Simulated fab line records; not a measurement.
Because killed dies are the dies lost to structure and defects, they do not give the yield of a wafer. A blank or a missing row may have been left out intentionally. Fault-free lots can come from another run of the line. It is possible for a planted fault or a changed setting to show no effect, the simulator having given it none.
Chamber matching	flow n5Finfet	N5_SDB_ETCH_18 on rieDiel-05 has 4 sister chambers
The step etches SOC in N2/H2, target depth 100 nm, overetch 20 nm, time 150 s. 14 wafers are shown with their chamber, then 7 later ones without.

== WAFERS PAIRED WITH THEIR CHAMBERS ==
wafer	chamber	drypumpMotorCurrentA (A)	throttleValvePct (%)	showerheadPlenumPTorr (Torr)
L076.3	0	6.1	17.47	2.50
L076.5	3	6.1	18.11	2.63
L076.6	0	6.1	17.46	2.50
L082.4	3	6.1	18.13	2.63
L082.5	2	5.5	17.83	2.63
L082.6	1	5.8	17.89	2.51
L084.3	1	5.9	17.90	2.50
L084.4	3	6.1	18.14	2.63
L084.5	2	5.5	17.84	2.62
L085.2	0	6.1	17.48	2.49
L085.3	2	5.5	17.83	2.62
L085.5	2	5.5	17.83	2.62
L091.3	1	5.8	17.92	2.50
L091.5	1	5.8	17.94	2.50

SIGNATURES, as means of the wafers listed above
reading	chamber 0	chamber 1	chamber 2	chamber 3	scatter within a chamber
drypumpMotorCurrentA	6.100	5.825	5.500	6.100	0.0274
throttleValvePct	17.4700	17.9125	17.8325	18.1267	0.0149
showerheadPlenumPTorr	2.4967	2.5025	2.6225	2.6300	0.00465
Rule: distance of a wafer from a chamber = root of the sum over the readings of ((wafer's reading minus chamber's mean) / reading's scatter) squared. If the next closest chamber is less than 2 further off than the closest, the wafer can't be placed; otherwise it belongs to the closest. The scatter: take each reading less its chamber's mean, square it, sum over the shown wafers, divide by the number of wafers less the number of chambers, and take the root.

== WAFERS WITH NO CHAMBER GIVEN ==
wafer	drypumpMotorCurrentA (A)	throttleValvePct (%)	showerheadPlenumPTorr (Torr)
L091.6	5.5	17.84	2.62
L095.1	5.5	17.85	2.62
L095.4	6.1	18.17	2.62
L095.5	5.8	17.95	2.50
L096.1	5.8	17.96	2.50
L096.2	6.1	18.16	2.62
L096.5	6.1	18.16	2.62

== WHICH CHAMBER EACH WENT THROUGH ==
wafer	from the rows above	in truth
L091.6	2	2
L095.1	2	2
L095.4	3	3
L095.5	1	1
L096.1	1	1
L096.2	3	3
L096.5	3	3
7 of 7 placed correctly. Number that these rows cannot place: 0. Number placed wrongly: 0.
